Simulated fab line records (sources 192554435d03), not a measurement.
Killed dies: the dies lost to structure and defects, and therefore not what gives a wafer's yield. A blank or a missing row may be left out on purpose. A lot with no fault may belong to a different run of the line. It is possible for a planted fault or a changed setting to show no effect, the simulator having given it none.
Split-lot trial || flow n5-finfet || 7 lots, 21 wafers read, on a route of 1938 steps

## THE SPLIT ITSELF
At N5_FIN_CUT_EXPOSE_05 (exposes mask FIN CUT), the setting dose-mj was moved away from the recipe's 45.75 on 4 of the 21 wafers read, by -5.1% to +7.5%. The other wafers ran this setting at the recipe's value.

## FROM THE SPLIT TO THE READING: what the file shows between them, 2 steps
- N5_FIN_CUT_PEB_06: peb time 60 s
- N5_FIN_CUT_DEVELOP_07: develop time 30 s

## THE READING
At N5_FIN_CUT_CD_MEAS_08: cd-nm in nanometres, against a target cd of 29.1 nm. On this fab line, fault-free wafers typically give 29.22 nm with a standard deviation of 0.24 nm.

{"wafer": "L074.2", "tool, chamber at the split": "euv-scanner-02, 0", "dose-mj as run": 45.75, "against the recipe": "recipe", "cd-nm, nm": 29.34, "against lot-mates on the recipe": "-"}
{"wafer": "L074.3", "tool, chamber at the split": "euv-scanner-02, 0", "dose-mj as run": 49.17, "against the recipe": "+7.5%", "cd-nm, nm": 30.91, "against lot-mates on the recipe": "+1.79"}
{"wafer": "L074.6", "tool, chamber at the split": "euv-scanner-02, 0", "dose-mj as run": 45.75, "against the recipe": "recipe", "cd-nm, nm": 28.90, "against lot-mates on the recipe": "-"}
{"wafer": "L075.3", "tool, chamber at the split": "euv-scanner-01, 0", "dose-mj as run": 48.77, "against the recipe": "+6.6%", "cd-nm, nm": 30.56, "against lot-mates on the recipe": "+1.10"}
{"wafer": "L075.4", "tool, chamber at the split": "euv-scanner-01, 0", "dose-mj as run": 45.75, "against the recipe": "recipe", "cd-nm, nm": 29.61, "against lot-mates on the recipe": "-"}
{"wafer": "L075.6", "tool, chamber at the split": "euv-scanner-01, 0", "dose-mj as run": 45.75, "against the recipe": "recipe", "cd-nm, nm": 29.31, "against lot-mates on the recipe": "-"}
{"wafer": "L083.3", "tool, chamber at the split": "euv-scanner-01, 0", "dose-mj as run": 45.75, "against the recipe": "recipe", "cd-nm, nm": 29.36, "against lot-mates on the recipe": "-"}
{"wafer": "L083.4", "tool, chamber at the split": "euv-scanner-01, 0", "dose-mj as run": 45.75, "against the recipe": "recipe", "cd-nm, nm": 29.48, "against lot-mates on the recipe": "-"}
{"wafer": "L083.5", "tool, chamber at the split": "euv-scanner-01, 0", "dose-mj as run": 45.75, "against the recipe": "recipe", "cd-nm, nm": 29.53, "against lot-mates on the recipe": "-"}
{"wafer": "L086.1", "tool, chamber at the split": "euv-scanner-01, 0", "dose-mj as run": 45.75, "against the recipe": "recipe", "cd-nm, nm": 29.11, "against lot-mates on the recipe": "-"}
{"wafer": "L086.2", "tool, chamber at the split": "euv-scanner-01, 0", "dose-mj as run": 45.75, "against the recipe": "recipe", "cd-nm, nm": 29.11, "against lot-mates on the recipe": "-"}
{"wafer": "L086.4", "tool, chamber at the split": "euv-scanner-01, 0", "dose-mj as run": 47.47, "against the recipe": "+3.8%", "cd-nm, nm": 29.89, "against lot-mates on the recipe": "+0.78"}
{"wafer": "L087.4", "tool, chamber at the split": "euv-scanner-02, 0", "dose-mj as run": 45.75, "against the recipe": "recipe", "cd-nm, nm": 29.07, "against lot-mates on the recipe": "-"}
{"wafer": "L087.5", "tool, chamber at the split": "euv-scanner-02, 0", "dose-mj as run": 45.75, "against the recipe": "recipe", "cd-nm, nm": 28.94, "against lot-mates on the recipe": "-"}
{"wafer": "L087.6", "tool, chamber at the split": "euv-scanner-02, 0", "dose-mj as run": 45.75, "against the recipe": "recipe", "cd-nm, nm": 29.13, "against lot-mates on the recipe": "-"}
{"wafer": "L091.2", "tool, chamber at the split": "euv-scanner-01, 0", "dose-mj as run": 43.4, "against the recipe": "-5.1%", "cd-nm, nm": 27.96, "against lot-mates on the recipe": -1.29}
{"wafer": "L091.3", "tool, chamber at the split": "euv-scanner-01, 0", "dose-mj as run": 45.75, "against the recipe": "recipe", "cd-nm, nm": 29.14, "against lot-mates on the recipe": "-"}
{"wafer": "L091.5", "tool, chamber at the split": "euv-scanner-01, 0", "dose-mj as run": 45.75, "against the recipe": "recipe", "cd-nm, nm": 29.35, "against lot-mates on the recipe": "-"}
{"wafer": "L093.3", "tool, chamber at the split": "euv-scanner-01, 0", "dose-mj as run": 45.75, "against the recipe": "recipe", "cd-nm, nm": 28.93, "against lot-mates on the recipe": "-"}
{"wafer": "L093.5", "tool, chamber at the split": "euv-scanner-01, 0", "dose-mj as run": 45.75, "against the recipe": "recipe", "cd-nm, nm": 29.12, "against lot-mates on the recipe": "-"}
{"wafer": "L093.6", "tool, chamber at the split": "euv-scanner-01, 0", "dose-mj as run": 45.75, "against the recipe": "recipe", "cd-nm, nm": 28.69, "against lot-mates on the recipe": "-"}

FIT RESULTS
A straight line over all 21 wafers: cd-nm changes by +0.222 nm for each +1% of dose-mj; r = +0.93; the points scatter about the line by 0.23 nm.
The same after taking each lot's own level away (the mean of its wafers on the recipe; 21 wafers): +0.217 nm for each +1%; r = +0.97; scatter 0.15 nm.
According to that fit, moving dose-mj by its largest amount changes the reading by 1.6 nm.
Across the lots, their own levels run from 28.913 to 29.460 nm, a range of 2.3 times the standard deviation given above.
Hence the lot-to-lot level has little effect on the slope; both slopes agree.
Check: for one of the wafers moved furthest among these (+7.5%), held out of the fit, the line's prediction against its lot-mates is +1.48 nm. Against them it came out at +1.79 nm.

## THE OTHER SPLITS THESE WAFERS WENT THROUGH
Note: prior to the reading, these wafers also went through further splits. Each is held against what the fit with the lots' levels taken away leaves over:
{"other split on the same wafers": "N5_ZERO_LAYER_DEVELOP_10 develop-time-s", "wafers away from the commonest value": 7, "r with cd-nm (lot level and that fit taken away)": "+0.15"}
{"other split on the same wafers": "N5_WELL_APT_COAT_02 spin-rpm", "wafers away from the commonest value": 11, "r with cd-nm (lot level and that fit taken away)": -0.09}
{"other split on the same wafers": "N5_WELL_APT_COAT_19 spin-rpm", "wafers away from the commonest value": 5, "r with cd-nm (lot level and that fit taken away)": "+0.12"}
{"other split on the same wafers": "N5_FIN_SAQP_HM_DEP_03 time-s", "wafers away from the commonest value": 8, "r with cd-nm (lot level and that fit taken away)": -0.17}
{"other split on the same wafers": "N5_FIN_SAQP_EXPOSE_13 dose-mj", "wafers away from the commonest value": 5, "r with cd-nm (lot level and that fit taken away)": -0.05}

## THE WHOLE CHAIN: every reading that the file lists as answering this split, in the file's order
{"step": "N5_FIN_CUT_CD_MEAS_08", "what it does": "target cd 29.1 nm", "reading": "cd-nm", "change (the file's fit)": "+0.216 nm for each +1% of the setting", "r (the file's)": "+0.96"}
{"step": "N5_FIN_CUT_ETCH_30", "what it does": "etches underlayer in N2/H2, target depth 13 nm, time 10.4 s", "reading": "FIN_CUT.cd-offset-nm (the simulator's own value, which no gauge read)", "change (the file's fit)": "+0.219 nm for each +1% of the setting", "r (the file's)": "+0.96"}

## THE FILE'S OWN FIT
cd-nm changes by +0.216 nm for each +1% of dose-mj, r = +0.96.
